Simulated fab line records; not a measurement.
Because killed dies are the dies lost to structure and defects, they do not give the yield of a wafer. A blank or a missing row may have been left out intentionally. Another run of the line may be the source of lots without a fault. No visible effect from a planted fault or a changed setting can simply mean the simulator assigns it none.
The tool behind it: which one? / flow nand harc / Sampling: 11 lots, 31 wafers, 5 of 1159 route steps

WHAT THE GAUGES SHOWED, per wafer
NHARC_END_SORT_01.
lot=L720; measured=day 24 04:03; on=prober-01; killed at array=49 671
lot=L721; measured=day 24 09:32; on=prober-02; killed at array=673 674
lot=L723; measured=day 24 10:14; on=prober-01; killed at array=675 37 47

WHICH TOOL RAN EACH LOT (tool, then ch and the chambers of the sampled wafers, then the start)
lot=L705; NHARC_A_STAIRCASE_TRIM_200=rie diel-11 ch 2,3, day 11 17:37 or earlier; NHARC_A_STAIRCASE_TRIM_202=rie diel-11 ch 1,3, day 11 17:37 or earlier; NHARC_A_STAIRCASE_ETCH_225=rie diel-05 ch 0,3, day 11 17:37; NHARC_A_STAIRCASE_TRIM_231=rie diel-05 ch 0,1,3, no start
lot=L706; NHARC_A_STAIRCASE_TRIM_200=rie diel-05 ch 0,3, day 12 03:04 or earlier; NHARC_A_STAIRCASE_TRIM_202=rie diel-05 ch 1,2,3, day 12 03:04 or earlier; NHARC_A_STAIRCASE_ETCH_225=rie diel-11 ch 0,1,3, day 12 03:04; NHARC_A_STAIRCASE_TRIM_231=rie diel-11 ch 0,1,3, no start
lot=L709; NHARC_A_STAIRCASE_TRIM_200=rie diel-11 ch 1,3, day 12 07:21 or earlier; NHARC_A_STAIRCASE_TRIM_202=rie diel-11 ch 0,1,3, day 12 07:21 or earlier; NHARC_A_STAIRCASE_ETCH_225=rie diel-02 ch 0,1, day 12 07:21; NHARC_A_STAIRCASE_TRIM_231=rie diel-05 ch 0,1,3, no start
lot=L708; NHARC_A_STAIRCASE_TRIM_200=rie diel-02 ch 0,1,2, day 12 07:44 or earlier; NHARC_A_STAIRCASE_TRIM_202=rie diel-02 ch 0,1, day 12 07:44 or earlier; NHARC_A_STAIRCASE_ETCH_225=rie diel-11 ch 1,3, day 12 07:44; NHARC_A_STAIRCASE_TRIM_231=rie diel-11 ch 1,2,3, no start
lot=L714; NHARC_A_STAIRCASE_TRIM_200=rie diel-11 ch 0,1, day 13 19:15 or earlier; NHARC_A_STAIRCASE_TRIM_202=rie diel-11 ch 0,1, day 13 19:15 or earlier; NHARC_A_STAIRCASE_ETCH_225=rie diel-05 ch 2,3, day 13 19:15; NHARC_A_STAIRCASE_TRIM_231=rie diel-05 ch 0,2, no start
lot=L713; NHARC_A_STAIRCASE_TRIM_200=rie diel-02 ch 1,3, day 13 21:46 or earlier; NHARC_A_STAIRCASE_TRIM_202=rie diel-02 ch 1,2, day 13 21:46 or earlier; NHARC_A_STAIRCASE_ETCH_225=rie diel-11 ch 2,3, day 13 21:46; NHARC_A_STAIRCASE_TRIM_231=rie diel-05 ch 0,2,3, no start
lot=L720; NHARC_A_STAIRCASE_TRIM_200=rie diel-02 ch 3, day 15 09:42 or earlier; NHARC_A_STAIRCASE_TRIM_202=rie diel-02 ch 1,3, day 15 09:42 or earlier; NHARC_A_STAIRCASE_ETCH_225=rie diel-11 ch 1,2, day 15 09:42; NHARC_A_STAIRCASE_TRIM_231=rie diel-11 ch 0,3, day 24 04:03 or earlier
lot=L721; NHARC_A_STAIRCASE_TRIM_200=rie diel-11 ch 1,2, day 15 10:00 or earlier; NHARC_A_STAIRCASE_TRIM_202=rie diel-11 ch 0,1, day 15 10:00 or earlier; NHARC_A_STAIRCASE_ETCH_225=rie diel-11 ch 0,1, day 15 10:00; NHARC_A_STAIRCASE_TRIM_231=rie diel-11 ch 0,1, day 24 09:32 or earlier
lot=L723; NHARC_A_STAIRCASE_TRIM_200=rie diel-02 ch 0,2,3, day 15 20:02 or earlier; NHARC_A_STAIRCASE_TRIM_202=rie diel-02 ch 1,2,3, day 15 20:02 or earlier; NHARC_A_STAIRCASE_ETCH_225=rie diel-11 ch 1,2,3, day 15 20:02; NHARC_A_STAIRCASE_TRIM_231=rie diel-11 ch 1,2,3, day 24 10:14 or earlier
lot=L725; NHARC_A_STAIRCASE_TRIM_200=rie diel-05 ch 0,1,3, day 16 17:32 or earlier; NHARC_A_STAIRCASE_TRIM_202=rie diel-05 ch 0,1, day 16 17:32 or earlier; NHARC_A_STAIRCASE_ETCH_225=rie diel-05 ch 1,2, day 16 17:32; NHARC_A_STAIRCASE_TRIM_231=rie diel-11 ch 0,1, no start
lot=L726; NHARC_A_STAIRCASE_TRIM_200=rie diel-11 ch 1,2,3, day 17 07:32 or earlier; NHARC_A_STAIRCASE_TRIM_202=rie diel-11 ch 0,1,3, day 17 07:32 or earlier; NHARC_A_STAIRCASE_ETCH_225=rie diel-05 ch 0,2, day 17 07:32; NHARC_A_STAIRCASE_TRIM_231=rie diel-11 ch 0,1, no start
- NHARC_A_STAIRCASE_TRIM_200: chemistry O2, time 211.2 s.
- NHARC_A_STAIRCASE_TRIM_202: chemistry O2, time 211.2 s.
- NHARC_A_STAIRCASE_ETCH_225: etches the open film in C4F8/O2, target depth 100 nm, time 40.5 s.
- NHARC_A_STAIRCASE_TRIM_231: chemistry O2, time 211.2 s.

THE ANSWER, worked out from the rows above alone
Rule: the usual values come from the lots themselves. Put in order of their means at a reading, lots are off if they are a third of the lots or fewer, leave a main group of 4 or more, and stand apart from it by a gap of 3 or more times the standard deviation of the main group's means; of several such gaps the widest counts. A main group whose means are all the same, to the digits that the tables above print for the reading, isn't used. Also off: a lot with no number at a reading for which 4 or more lots have one. All remaining lots with rows at the step are treated as sound.
Nothing can be told from this: no lot is off at any reading shown.

WHAT THE SIMULATOR HAD PUT IN
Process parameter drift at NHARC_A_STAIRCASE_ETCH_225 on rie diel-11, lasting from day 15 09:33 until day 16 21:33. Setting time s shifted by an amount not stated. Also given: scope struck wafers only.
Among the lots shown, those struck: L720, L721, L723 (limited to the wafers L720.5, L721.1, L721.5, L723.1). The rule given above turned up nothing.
